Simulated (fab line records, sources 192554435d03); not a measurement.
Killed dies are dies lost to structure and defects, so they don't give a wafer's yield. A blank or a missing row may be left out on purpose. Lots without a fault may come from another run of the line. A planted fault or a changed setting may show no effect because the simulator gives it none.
Split-lot experiment | flow n5_finfet | 7 lots, 21 wafers read, on a route of 1938 steps

THE SPLIT
At N5_BEOL_M0_ETCH_138 (etches SiCN in CH3F/O2, target depth 12 nm, time 31.6 s), the setting source_w was moved away from the recipe's 395 W on 5 of the 21 wafers read, by -11.4% to +7.8%. The other wafers ran this setting at the recipe's value.

The reading is taken at the split's own step.

THE READING
rf_vpp_V, in V, at N5_BEOL_M0_ETCH_138 (etches SiCN in CH3F/O2, target depth 12 nm, time 31.6 s). Fault-free wafers of this fab line usually give 298.1 V, standard deviation 1.4 V.

wafer  | tool, chamber at the split | source_w as run, W | against the recipe | rf_vpp_V, V | against lot-mates on the recipe
L074.3 | rie_diel-04, 1             | 426                | +7.8%              | 292.0       | -6.1
L074.5 | rie_diel-04, 1             | 395                | recipe             | 298.1       | -
L074.6 | rie_diel-04, 2             | 426                | +7.8%              | 290.7       | -7.4
L075.2 | rie_diel-04, 0             | 395                | recipe             | 296.5       | -
L075.4 | rie_diel-04, 3             | 395                | recipe             | 300.6       | -
L075.6 | rie_diel-04, 3             | 395                | recipe             | 299.8       | -
L077.2 | rie_diel-04, 3             | 395                | recipe             | 297.8       | -
L077.3 | rie_diel-04, 2             | 350.1              | -11.4%             | 308.3       | +10.5
L077.4 | rie_diel-04, 1             | 350.1              | -11.4%             | 311.1       | +13.3
L079.1 | rie_diel-04, 0             | 395                | recipe             | 297.6       | -
L079.2 | rie_diel-04, 3             | 395                | recipe             | 300.5       | -
L079.6 | rie_diel-04, 0             | 395                | recipe             | 296.0       | -
L085.2 | rie_diel-03, 3             | 395                | recipe             | 297.5       | -
L085.5 | rie_diel-03, 3             | 395                | recipe             | 296.4       | -
L085.6 | rie_diel-03, 0             | 395                | recipe             | 299.8       | -
L089.1 | rie_diel-04, 3             | 395                | recipe             | 299.1       | -
L089.3 | rie_diel-04, 2             | 395                | recipe             | 296.9       | -
L089.6 | rie_diel-04, 3             | 395                | recipe             | 299.4       | -
L097.1 | rie_diel-04, 0             | 395                | recipe             | 297.4       | -
L097.2 | rie_diel-04, 3             | 417.4              | +5.7%              | 294.3       | -3.3
L097.4 | rie_diel-04, 1             | 395                | recipe             | 297.9       | -

THE FIT
A straight line over all 21 wafers: rf_vpp_V changes by -0.945 V for each +1% of source_w; r = -0.95; the points scatter about the line by 1.5 V.
The same after taking each lot's own level away (the mean of its wafers on the recipe; 21 wafers): -0.955 V for each +1%; r = -0.95; scatter 1.5 V.
On that fit, the largest move of source_w shifts the reading by 11 V.
The lots' own levels span 297.65 to 298.97 V, that is 0.9 times the standard deviation above.
So the lot-to-lot level changes the slope little: the two slopes agree.
Check: with one of the wafers moved furthest among these (-11.4%) left out of the fit, the line predicts +11.5 V for it against its lot-mates. It came out at +10.5 V against them.
Tool readings at the split's step, against how far the setting was moved: rf_vpp_V r = -0.95.

OTHER SPLITS ON THESE WAFERS
These wafers also went through other splits before the reading. Each is held against what the fit with the lots' levels taken away leaves over:
other split on the same wafers            | wafers away from the commonest value | r with rf_vpp_V (lot level and that fit taken away)
N5_BEOL_M0_SAQP_DEVELOP_13 develop_time_s | 8                                    | +0.05

THE FILE'S OWN FIT
rf_vpp_V changes by -0.924 V for each +1% of source_w, r = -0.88.
